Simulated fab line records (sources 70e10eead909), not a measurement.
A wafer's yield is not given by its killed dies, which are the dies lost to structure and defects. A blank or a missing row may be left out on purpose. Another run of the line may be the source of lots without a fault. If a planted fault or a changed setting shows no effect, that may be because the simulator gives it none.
Matching of chambers	flow nandHarc	NHARC_P_M1_DEP_33 on pecvd-03 has 3 sister chambers
The step deposits SiCN, target thk 30 nm. 3 wafers are shown with their chamber, then 9 later ones without.

WAFERS WITH THEIR CHAMBER
wafer	chamber	heaterPowerW (W)
L076.5	2	531
L088.3	0	460
L088.5	1	623

WAFERS WHOSE CHAMBER IS MISSING
wafer	heaterPowerW (W)
L091.1	581
L091.3	561
L091.5	518
L094.1	626
L094.5	627
L094.6	632
L094.2	621
L094.3	642
L094.4	634

WHICH CHAMBER EACH WENT THROUGH
wafer	from the rows above	in truth
L091.1	can't be placed: 1 or 2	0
L091.3	can't be placed: 2 or 1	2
L091.5	2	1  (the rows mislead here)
L094.1	1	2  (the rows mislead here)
L094.5	1	1
L094.6	1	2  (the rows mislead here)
L094.2	1	1
L094.3	1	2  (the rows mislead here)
L094.4	1	1
Correct placement for 3 of the 9. These rows do not allow placing 2 (true chamber among the candidates in 1). Wrongly placed: 4.
How it was worked out, from the rows above alone: a wafer's distance from a chamber is the root of the sum, over the readings, of the square of ((its reading less the chamber's mean) divided by the reading's scatter). The wafer belongs to the nearest chamber; if the next one is less than 2 further off, it can't be placed. For every chamber, the mean is computed from those of its wafers that are shown. The scatter: root of mean squared gap, hidden wafer to nearest shown wafer, with one shown wafer a chamber.
